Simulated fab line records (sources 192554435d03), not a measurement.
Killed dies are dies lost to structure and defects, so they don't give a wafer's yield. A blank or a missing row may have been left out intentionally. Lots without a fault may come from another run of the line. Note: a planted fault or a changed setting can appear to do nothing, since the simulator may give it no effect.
Chamber matching :: flow n5_finfet :: 4 sister chambers for N5_BEOL_M1_DESCUM_16 on rie_diel-01
The step chemistry O2, time 7 s. 4 wafers are shown with their chamber, then 9 later ones without.

== WAFERS PAIRED WITH THEIR CHAMBERS ==
wafer: L081.6
chamber: 3
showerhead_plenum_p_Torr (Torr): 2.09

wafer: L091.3
chamber: 2
showerhead_plenum_p_Torr (Torr): 2.19

wafer: L091.4
chamber: 1
showerhead_plenum_p_Torr (Torr): 2.11

wafer: L091.6
chamber: 0
showerhead_plenum_p_Torr (Torr): 2.07

== WAFERS MISSING THEIR CHAMBER ==
wafer: L093.1
showerhead_plenum_p_Torr (Torr): 2.11

wafer: L093.4
showerhead_plenum_p_Torr (Torr): 2.19

wafer: L093.6
showerhead_plenum_p_Torr (Torr): 2.19

wafer: L092.2
showerhead_plenum_p_Torr (Torr): 2.11

wafer: L092.4
showerhead_plenum_p_Torr (Torr): 2.09

wafer: L092.6
showerhead_plenum_p_Torr (Torr): 2.11

wafer: L097.2
showerhead_plenum_p_Torr (Torr): 2.08

wafer: L097.4
showerhead_plenum_p_Torr (Torr): 2.11

wafer: L097.5
showerhead_plenum_p_Torr (Torr): 2.08

== EACH ONE'S CHAMBER ==
wafer: L093.1
from the rows above: 1
in truth: 1

wafer: L093.4
from the rows above: 2
in truth: 2

wafer: L093.6
from the rows above: 2
in truth: 2

wafer: L092.2
from the rows above: 1
in truth: 1

wafer: L092.4
from the rows above: 3
in truth: 3

wafer: L092.6
from the rows above: 1
in truth: 1

wafer: L097.2
from the rows above: can't be placed: 3 or 0
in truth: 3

wafer: L097.4
from the rows above: 1
in truth: 1

wafer: L097.5
from the rows above: can't be placed: 3 or 0
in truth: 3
7 of 9 placed correctly. Cannot be placed on the basis of these rows: 2; the candidates contain the true chamber in 2. Wrongly placed: 0.
How it was worked out, from the rows above alone: a wafer's distance from a chamber is the root of the sum, over the readings, of the square of ((its reading less the chamber's mean) divided by the reading's scatter). The wafer belongs to the nearest chamber; if the next one is less than 2 further off, it can't be placed. A chamber's mean is the mean of its shown wafers. The scatter: with one shown wafer a chamber, the root of the mean of the squares of how far each hidden wafer lies from its nearest shown one.
